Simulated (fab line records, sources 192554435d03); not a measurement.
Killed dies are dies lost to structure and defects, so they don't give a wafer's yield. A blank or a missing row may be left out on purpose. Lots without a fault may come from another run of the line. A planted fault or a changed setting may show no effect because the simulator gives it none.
Which tool did it? | flow n5_finfet | 24 lots, 72 wafers sampled, at 6 steps of a route of 1938

WHAT THE GAUGES READ, wafer by wafer
The record holds no reading of a measuring or inspecting step that can be judged against a usual standard deviation.

WHICH TOOL RAN EACH LOT (tool, then ch and the chambers of the sampled wafers, then the start)
lot  | N5_BEOL_M1_SPUTTER_48        | N5_BEOL_M1_ANNEAL_49         | N5_BEOL_M1_SPUTTER_88        | N5_BEOL_M1_SPUTTER_90        | N5_BEOL_M1_ANNEAL_51             | N5_BEOL_M1_CO_CAP_55
L074 | pvd_sputter-03, day 6 04:27  | pvd_sputter-03, day 6 04:32  | pvd_sputter-03, day 6 05:20  | pvd_sputter-03, day 6 05:33  | rtp_anneal-02 ch 0, day 6 06:25  | cvd_co-02 ch 0,2, day 6 07:06
L075 | pvd_sputter-01, day 7 02:36  | pvd_sputter-01, day 7 02:41  | pvd_sputter-01, day 7 03:29  | pvd_sputter-01, day 7 03:42  | rtp_anneal-01 ch 0, day 7 04:34  | cvd_co-02 ch 0,2, day 7 05:14
L077 | pvd_sputter-02, day 7 09:40  | pvd_sputter-02, day 7 09:45  | pvd_sputter-02, day 7 10:33  | pvd_sputter-02, day 7 10:46  | rtp_anneal-02 ch 0, day 7 11:40  | cvd_co-02 ch 0,1, day 7 12:19
L076 | pvd_sputter-01, day 7 12:10  | pvd_sputter-01, day 7 12:15  | pvd_sputter-01, day 7 13:03  | pvd_sputter-01, day 7 13:16  | rtp_anneal-02 ch 0, day 7 14:08  | cvd_co-02 ch 0,2, day 7 14:48
L078 | pvd_sputter-02, day 8 05:50  | pvd_sputter-02, day 8 05:55  | pvd_sputter-02, day 8 06:43  | pvd_sputter-02, day 8 06:56  | rtp_anneal-01 ch 0, day 8 07:50  | cvd_co-02 ch 1,2, day 8 08:28
L079 | pvd_sputter-01, day 8 20:39  | pvd_sputter-01, day 8 20:44  | pvd_sputter-01, day 8 21:32  | pvd_sputter-01, day 8 21:45  | rtp_anneal-02 ch 0, day 8 22:36  | cvd_co-02 ch 0,2, day 8 23:17
L083 | pvd_sputter-02, day 10 00:46 | pvd_sputter-02, day 10 00:51 | pvd_sputter-02, day 10 01:39 | pvd_sputter-02, day 10 01:52 | rtp_anneal-01 ch 0, day 10 02:43 | cvd_co-02 ch 0,2, day 10 03:24
L081 | pvd_sputter-02, day 10 05:22 | pvd_sputter-02, day 10 05:26 | pvd_sputter-02, day 10 06:14 | pvd_sputter-02, day 10 06:28 | rtp_anneal-01 ch 0, day 10 07:35 | cvd_co-01 ch 0,1,2, day 10 08:17
L082 | pvd_sputter-02, day 10 09:04 | pvd_sputter-02, day 10 09:08 | pvd_sputter-02, day 10 09:56 | pvd_sputter-02, day 10 10:10 | rtp_anneal-01 ch 0, day 10 11:04 | cvd_co-01 ch 0,2, day 10 11:41
L084 | pvd_sputter-02, day 10 10:54 | pvd_sputter-02, day 10 10:59 | pvd_sputter-02, day 10 11:47 | pvd_sputter-02, day 10 12:00 | rtp_anneal-02 ch 0, day 10 12:52 | cvd_co-01 ch 0,1, day 10 13:31
L080 | pvd_sputter-01, day 10 14:05 | pvd_sputter-01, day 10 14:11 | pvd_sputter-01, day 10 15:03 | pvd_sputter-01, day 10 15:17 | rtp_anneal-01 ch 0, day 10 16:21 | cvd_co-02 ch 0,1, day 10 17:01
L086 | pvd_sputter-01, day 10 17:37 | pvd_sputter-01, day 10 17:42 | pvd_sputter-01, day 10 18:30 | pvd_sputter-01, day 10 18:43 | rtp_anneal-01 ch 0, day 10 19:40 | cvd_co-02 ch 0,1, day 10 20:14
L085 | pvd_sputter-01, day 10 19:28 | pvd_sputter-01, day 10 19:32 | pvd_sputter-01, day 10 20:20 | pvd_sputter-01, day 10 20:34 | rtp_anneal-02 ch 0, day 10 21:39 | cvd_co-01 ch 0,1,2, day 10 22:13
L087 | pvd_sputter-01, day 11 00:38 | pvd_sputter-01, day 11 00:43 | pvd_sputter-01, day 11 01:31 | pvd_sputter-01, day 11 01:44 | rtp_anneal-01 ch 0, day 11 02:38 | cvd_co-02 ch 1,2, day 11 03:16
L089 | pvd_sputter-02, day 11 00:52 | pvd_sputter-02, day 11 00:57 | pvd_sputter-02, day 11 01:45 | pvd_sputter-02, day 11 01:58 | rtp_anneal-02 ch 0, day 11 03:01 | cvd_co-02 ch 0,2, day 11 03:38
L088 | pvd_sputter-03, day 11 04:35 | pvd_sputter-03, day 11 04:40 | pvd_sputter-03, day 11 05:28 | pvd_sputter-03, day 11 05:41 | rtp_anneal-01 ch 0, day 11 06:37 | cvd_co-02 ch 0,1,2, day 11 07:12
L093 | pvd_sputter-01, day 11 15:07 | pvd_sputter-01, day 11 15:12 | pvd_sputter-01, day 11 16:00 | pvd_sputter-01, day 11 16:13 | rtp_anneal-02 ch 0, day 11 17:05 | cvd_co-01 ch 1,2, day 11 17:45
L090 | pvd_sputter-03, day 11 22:08 | pvd_sputter-03, day 11 22:13 | pvd_sputter-03, day 11 23:01 | pvd_sputter-03, day 11 23:14 | rtp_anneal-02 ch 0, day 12 00:05 | cvd_co-02 ch 0,2, day 12 02:26
L092 | pvd_sputter-02, day 12 01:23 | pvd_sputter-02, day 12 01:28 | pvd_sputter-02, day 12 02:16 | pvd_sputter-02, day 12 02:29 | rtp_anneal-02 ch 0, day 12 03:26 | cvd_co-02 ch 0,1,2, day 12 04:01
L091 | pvd_sputter-03, day 12 03:46 | pvd_sputter-03, day 12 03:51 | pvd_sputter-03, day 12 04:39 | pvd_sputter-03, day 12 04:52 | rtp_anneal-01 ch 0, day 12 06:43 | cvd_co-02 ch 1,2, day 12 07:23
L095 | pvd_sputter-01, day 12 09:07 | pvd_sputter-01, day 12 09:12 | pvd_sputter-01, day 12 10:00 | pvd_sputter-01, day 12 10:13 | rtp_anneal-02 ch 0, day 12 11:16 | cvd_co-02 ch 1,2, day 12 11:53
L094 | pvd_sputter-02, day 12 10:41 | pvd_sputter-02, day 12 10:46 | pvd_sputter-02, day 12 11:34 | pvd_sputter-02, day 12 11:47 | rtp_anneal-02 ch 0, day 12 12:41 | cvd_co-02 ch 0,1,2, day 12 13:19
L097 | pvd_sputter-01, day 12 11:44 | pvd_sputter-01, day 12 11:49 | pvd_sputter-01, day 12 12:37 | pvd_sputter-01, day 12 12:50 | rtp_anneal-01 ch 0, day 12 13:44 | cvd_co-01 ch 0,2, day 12 14:21
L096 | pvd_sputter-03, day 12 12:11 | pvd_sputter-03, day 12 12:16 | pvd_sputter-03, day 12 13:04 | pvd_sputter-03, day 12 13:17 | rtp_anneal-01 ch 0, day 12 14:08 | cvd_co-01 ch 0,2, day 12 14:49
- N5_BEOL_M1_SPUTTER_48: material Cu, target thk 4.5 nm, time 8.29 s.
- N5_BEOL_M1_ANNEAL_49: time 240 s.
- N5_BEOL_M1_SPUTTER_88: material Cu, target thk 4.5 nm, time 8.29 s.
- N5_BEOL_M1_SPUTTER_90: material Cu, target thk 4.5 nm, time 8.29 s.
- N5_BEOL_M1_ANNEAL_51: time 90 s.
- N5_BEOL_M1_CO_CAP_55: material Co, precursor CCTBA/H2, target thk 2 nm, time 102.1 s.

WHAT THE TOOLS THEMSELVES READ (means of the sampled wafers that have a number; where no wafer has one, the mark that the record gives instead)
N5_BEOL_M1_SPUTTER_48. Usual: substrate_temp_c -20.00 C, standard deviation 0.096; throttle_valve_pct 30.6 %, standard deviation 0.82.
lot  | tool           | substrate_temp_c (C) | throttle_valve_pct (%) | flag
L074 | pvd_sputter-03 | -20.04               | 30.2                   |
L075 | pvd_sputter-01 | -20.01               | 31.5                   |
L077 | pvd_sputter-02 | -20.06               | 30.3                   |
L076 | pvd_sputter-01 | -19.99               | 30.7                   |
L078 | pvd_sputter-02 | -19.93               | 30.0                   |
L079 | pvd_sputter-01 | -19.98               | 31.3                   |
L083 | pvd_sputter-02 | -19.99               | 30.4                   |
L081 | pvd_sputter-02 | -19.96               | 30.3                   |
L082 | pvd_sputter-02 | -20.04               | 30.5                   |
L084 | pvd_sputter-02 | -20.01               | 29.6                   |
L080 | pvd_sputter-01 | -20.10               | 30.5                   |
L086 | pvd_sputter-01 | -20.09               | 30.5                   |
L085 | pvd_sputter-01 | -19.91               | 30.5                   |
L087 | pvd_sputter-01 | -19.86               | 31.3                   |
L089 | pvd_sputter-02 | -20.04               | 31.1                   |
L088 | pvd_sputter-03 | -20.00               | 30.2                   |
L093 | pvd_sputter-01 | -20.06               | 30.6                   |
L090 | pvd_sputter-03 | -20.01               | 30.2                   |
L092 | pvd_sputter-02 | -20.03               | 30.5                   |
L091 | pvd_sputter-03 | -19.96               | 30.1                   |
L095 | pvd_sputter-01 | -19.91               | 31.3                   |
L094 | pvd_sputter-02 | -20.00               | 30.9                   |
L097 | pvd_sputter-01 | -19.90               | 31.3                   |
L096 | pvd_sputter-03 | -20.06               | 30.1                   |

N5_BEOL_M1_ANNEAL_49. Usual: heater_power_w 803 W, standard deviation 110.
lot  | tool           | heater_power_w (W) | flag
L074 | pvd_sputter-03 | 912                |
L075 | pvd_sputter-01 | 736                |
L077 | pvd_sputter-02 | 875                |
L076 | pvd_sputter-01 | 778                |
L078 | pvd_sputter-02 | 850                |
L079 | pvd_sputter-01 | 736                |
L083 | pvd_sputter-02 | 735                |
L081 | pvd_sputter-02 | 841                |
L082 | pvd_sputter-02 | 733                |
L084 | pvd_sputter-02 | 742                |
L080 | pvd_sputter-01 | 754                |
L086 | pvd_sputter-01 | 756                |
L085 | pvd_sputter-01 | 791                |
L087 | pvd_sputter-01 | 748                |
L089 | pvd_sputter-02 | 729                |
L088 | pvd_sputter-03 | 840                |
L093 | pvd_sputter-01 | 800                |
L090 | pvd_sputter-03 | 896                |
L092 | pvd_sputter-02 | 724                |
L091 | pvd_sputter-03 | 847                |
L095 | pvd_sputter-01 | 748                |
L094 | pvd_sputter-02 | 827                |
L097 | pvd_sputter-01 | 741                |
L096 | pvd_sputter-03 | 856                |

N5_BEOL_M1_SPUTTER_88. Usual: substrate_temp_c -20.01 C, standard deviation 0.11; throttle_valve_pct 30.5 %, standard deviation 0.83.
lot  | tool           | substrate_temp_c (C) | throttle_valve_pct (%) | flag
L074 | pvd_sputter-03 | -19.83               | 30.0                   |
L075 | pvd_sputter-01 | -20.09               | 31.3                   |
L077 | pvd_sputter-02 | -20.04               | 30.4                   |
L076 | pvd_sputter-01 | -20.03               | 30.5                   |
L078 | pvd_sputter-02 | -20.14               | 30.1                   |
L079 | pvd_sputter-01 | -20.04               | 31.4                   |
L083 | pvd_sputter-02 | -19.94               | 30.5                   |
L081 | pvd_sputter-02 | -20.04               | 30.2                   |
L082 | pvd_sputter-02 | -19.94               | 30.4                   |
L084 | pvd_sputter-02 | -20.01               | 29.7                   |
L080 | pvd_sputter-01 | -20.12               | 30.6                   |
L086 | pvd_sputter-01 | -20.01               | 30.7                   |
L085 | pvd_sputter-01 | -19.96               | 30.4                   |
L087 | pvd_sputter-01 | -19.98               | 31.5                   |
L089 | pvd_sputter-02 | -20.13               | 31.1                   |
L088 | pvd_sputter-03 | -20.01               | 30.2                   |
L093 | pvd_sputter-01 | -19.91               | 30.6                   |
L090 | pvd_sputter-03 | -20.04               | 30.1                   |
L092 | pvd_sputter-02 | -19.99               | 30.4                   |
L091 | pvd_sputter-03 | -19.90               | 30.2                   |
L095 | pvd_sputter-01 | -19.91               | 31.2                   |
L094 | pvd_sputter-02 | -19.98               | 30.7                   |
L097 | pvd_sputter-01 | -19.98               | 31.5                   |
L096 | pvd_sputter-03 | -20.06               | 30.3                   |

N5_BEOL_M1_SPUTTER_90. Usual: substrate_temp_c -19.98 C, standard deviation 0.1; throttle_valve_pct 30.5 %, standard deviation 0.82.
lot  | tool           | substrate_temp_c (C) | throttle_valve_pct (%) | flag
L074 | pvd_sputter-03 | -20.04               | 30.1                   |
L075 | pvd_sputter-01 | -19.96               | 31.4                   |
L077 | pvd_sputter-02 | -20.01               | 30.2                   |
L076 | pvd_sputter-01 | -19.98               | 30.5                   |
L078 | pvd_sputter-02 | -19.87               | 30.0                   |
L079 | pvd_sputter-01 | -20.03               | 31.3                   |
L083 | pvd_sputter-02 | -20.03               | 30.4                   |
L081 | pvd_sputter-02 | -19.95               | 30.0                   |
L082 | pvd_sputter-02 | -20.05               | 30.4                   |
L084 | pvd_sputter-02 | -20.04               | 29.7                   |
L080 | pvd_sputter-01 | -19.90               | 30.4                   |
L086 | pvd_sputter-01 | -20.00               | 30.6                   |
L085 | pvd_sputter-01 | -20.06               | 30.3                   |
L087 | pvd_sputter-01 | -20.05               | 31.4                   |
L089 | pvd_sputter-02 | -19.97               | 31.2                   |
L088 | pvd_sputter-03 | -20.03               | 30.1                   |
L093 | pvd_sputter-01 | -19.93               | 30.6                   |
L090 | pvd_sputter-03 | -19.97               | 30.1                   |
L092 | pvd_sputter-02 | -19.97               | 30.3                   |
L091 | pvd_sputter-03 | -19.84               | 30.0                   |
L095 | pvd_sputter-01 | -20.11               | 31.4                   |
L094 | pvd_sputter-02 | -19.95               | 30.9                   |
L097 | pvd_sputter-01 | -19.83               | 31.1                   |
L096 | pvd_sputter-03 | -20.07               | 30.3                   |

N5_BEOL_M1_ANNEAL_51. Usual: wafer_temp_C_max 226.4, standard deviation 0.38.
lot  | tool          | wafer_temp_C_max | flag
L074 | rtp_anneal-02 | 226.9            |
L075 | rtp_anneal-01 | 226.2            |
L077 | rtp_anneal-02 | 226.4            |
L076 | rtp_anneal-02 | 226.6            |
L078 | rtp_anneal-01 | 226.3            |
L079 | rtp_anneal-02 | 226.4            |
L083 | rtp_anneal-01 | 225.9            |
L081 | rtp_anneal-01 | 226.2            |
L082 | rtp_anneal-01 | 226.3            |
L084 | rtp_anneal-02 | 226.5            |
L080 | rtp_anneal-01 | 225.8            |
L086 | rtp_anneal-01 | 226.4            |
L085 | rtp_anneal-02 | 226.4            |
L087 | rtp_anneal-01 | 226.2            |
L089 | rtp_anneal-02 | 226.8            |
L088 | rtp_anneal-01 | 226.0            |
L093 | rtp_anneal-02 | 226.9            |
L090 | rtp_anneal-02 | 226.8            |
L092 | rtp_anneal-02 | 226.6            |
L091 | rtp_anneal-01 | 226.4            |
L095 | rtp_anneal-02 | 226.4            |
L094 | rtp_anneal-02 | 226.5            |
L097 | rtp_anneal-01 | 226.4            |
L096 | rtp_anneal-01 | 226.2            |

N5_BEOL_M1_CO_CAP_55. Usual: heater_power_w 222 W, standard deviation 13.
lot  | tool      | heater_power_w (W) | flag
L074 | cvd_co-02 | 222                |
L075 | cvd_co-02 | 225                |
L077 | cvd_co-02 | 225                |
L076 | cvd_co-02 | 226                |
L078 | cvd_co-02 | 231                |
L079 | cvd_co-02 | 224                |
L083 | cvd_co-02 | 228                |
L081 | cvd_co-01 | 214                |
L082 | cvd_co-01 | 225                |
L084 | cvd_co-01 | 203                |
L080 | cvd_co-02 | 218                |
L086 | cvd_co-02 | 218                |
L085 | cvd_co-01 | 213                |
L087 | cvd_co-02 | 231                |
L089 | cvd_co-02 | 225                |
L088 | cvd_co-02 | 224                |
L093 | cvd_co-01 | 216                |
L090 | cvd_co-02 | 221                |
L092 | cvd_co-02 | 227                |
L091 | cvd_co-02 | 234                |
L095 | cvd_co-02 | 231                |
L094 | cvd_co-02 | 225                |
L097 | cvd_co-01 | 226                |
L096 | cvd_co-01 | 228                |

THE ANSWER, worked out from the rows above alone
Rule: a lot is off if the mean of its wafers that have a number lies more than 3 standard deviations from the usual mean. A lot without any number at a reading at which 4 lots or more have one is off too. The other lots that the step has rows for count as sound. The gauges are gone through in route order, then the tools' own readings, and for those a lot's mean is taken as printed above. The first step at which some lot is off is used, and at that step the reading that is off furthest; a lot without a number counts as furthest.
No lot is off at any reading shown: from this, nothing can be told.

WHAT THE SIMULATOR HAD PUT IN
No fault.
